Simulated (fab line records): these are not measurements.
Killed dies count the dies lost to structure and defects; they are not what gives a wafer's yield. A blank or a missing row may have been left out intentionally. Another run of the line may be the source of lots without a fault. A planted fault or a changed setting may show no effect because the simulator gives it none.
8D (eight disciplines) problem report, filled in by code | flow n5_finfet | the parts of the form that need people (team, actions taken, sign-off) are left out
Where a reading is given only as a bound, like >300, the bound stands for it, and a mean or a difference that rests on one is marked > or <: the true number lies beyond.

1. PROBLEM STATEMENT
raw_defect_count at N5_HKMG_FIN_INSPECT_14 reads a mean of >300 on 1 wafer of 1 lot; wafers without a fault read 2.1 with a standard deviation of 1.6. So: +99 or more standard deviations from the usual mean.
The step: inspects for defects (macro).
Earliest sighting: wafer L829.1 on defect_inspect-01 at day 9 05:41. The record has a number at this step for 27 wafers belonging to 9 lots. By rule, "out" or "out of limits" means more than 4 standard deviations away from the usual mean. The rest of the wafers with a number are treated as sound.

2. WHAT IT IS AND WHAT IT IS NOT
question                    | is                | is not
which readings at this step | raw_defect_count  | -
which lots                  | L829              | L809, L810, L811, L812, L819, L820, L821, L831
which wafers of those lots  | L829.1            | L829.3, L829.4
read on which gauges        | defect_inspect-01 | defect_inspect-02
when                        | from day 9 05:41  | up to then (23 sound wafers); but 3 sound wafers of L831 came after

3. WHAT RULES OUT EACH SUSPECT
Counting: a tool at a process step up to the reading stays a suspect if it ran every lot that is out. Sound lots after the first of them don't rule it out here, since some wafers of a struck lot are sound.
- the gauge at N5_HKMG_FIN_INSPECT_14: ruled out. All the wafers that are out were read on defect_inspect-01, but those of them that N5_PASSIVATION_PROBE_49 has rows for are out there too, on other tools.
- plasma_asher-02 at N5_HKMG_FIN_STRIP_60 (strips in N2/H2, time 360 s): kept. It ran the lot that is out, L829 (day 9 03:12); its last sound lot up to then is L820 (day 6 18:22).
- ald_metal-03 at N5_HKMG_FIN_ALD_79 (deposits TiN, target thk 1.5 nm, pulse time 1 s, purge time 3 s): kept. It ran the lot that is out, L829 (day 9 03:42); its last sound lot up to then is L819 (day 6 14:36).
- ald_metal-03 at N5_HKMG_FIN_PWFM_ALD_03 (deposits TiN, target thk 2 nm, pulse time 1 s, purge time 3 s): kept. It ran the lot that is out, L829 (day 9 04:47); its last sound lot up to then is L821 (day 7 07:19).
- ald_metal-03, N5_HKMG_FIN_ALD_79: wafers that are out in chamber 3, sound lot-mates in chambers 0, 2.
- ald_metal-03, N5_HKMG_FIN_PWFM_ALD_03: wafers that are out in chamber 3, sound lot-mates in chambers 0, 1.
plasma_asher-02 at N5_HKMG_FIN_STRIP_60, ald_metal-03 at N5_HKMG_FIN_ALD_79 and ald_metal-03 at N5_HKMG_FIN_PWFM_ALD_03 are what is left after counting.

4. THE CAUSE (what the simulator had put in)
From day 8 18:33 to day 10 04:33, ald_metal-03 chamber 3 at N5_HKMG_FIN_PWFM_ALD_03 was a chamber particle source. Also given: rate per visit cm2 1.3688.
After counting, 3 suspects remain, this tool included.

5. THE CHAIN OF EFFECTS, in route order
Each row: a reading where the mean over the struck wafers with a number is more than 3 standard deviations away from the usual. Scope: only readings with a usual standard deviation given in the record; hours: median across lots of the time from each lot's start at the first step in this table that gives one to its start at this step; sigmas: change in usual standard deviations.
hours | step                    | reading              | usual  | on struck wafers | change | sigmas
0     | N5_HKMG_FIN_INSPECT_14  | raw_defect_count     | 2.1    | >300             | >+298  | +99 or more
204   | N5_PASSIVATION_PROBE_49 | defect_limited_yield | 91.3 % | 82.2             | -9.1   | -6.5
204   | N5_PASSIVATION_PROBE_49 | killed_at_front_end  | 40     | 154              | +114   | +10
204   | N5_PASSIVATION_PROBE_49 | killed_dies          | 103    | 210              | +107   | +6.7
204   | N5_PASSIVATION_PROBE_49 | killed_on_rim        | 13     | 28               | +15    | +4.2
204   | N5_PASSIVATION_PROBE_49 | sort_bin_5_function  | 5.1 %  | 11.2             | +6.1   | +6.4
204   | N5_PASSIVATION_PROBE_49 | sort_n_pass          | 1077   | 970              | -107   | -6.7
204   | N5_PASSIVATION_PROBE_49 | sort_yield_pct       | 91.3 % | 82.2             | -9.1   | -6.5
Here are the process steps it includes:
- N5_PASSIVATION_PROBE_49
Later measuring or inspecting steps at which every struck wafer that the step has a row for has a number for every such reading, and none has moved that far: N5_BEOL_M4_RC_MEAS_101.

6. WHAT WOULD HAVE CAUGHT IT SOONER
11 hours passed between the start of the fault at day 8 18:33 and the first reading out of limits at a measuring or inspecting step in this record, taken at day 9 05:41.
Of the tool readings at N5_HKMG_FIN_PWFM_ALD_03 for which the record gives a usual standard deviation, none was out on any struck wafer, so an alarm limit of 4 standard deviations on them would not have fired.
Each of the lots that are out, 1 in all, had begun N5_HKMG_FIN_PWFM_ALD_03 on ald_metal-03 no later than day 9 05:41. A hold on the tool at that time would have spared none of them.
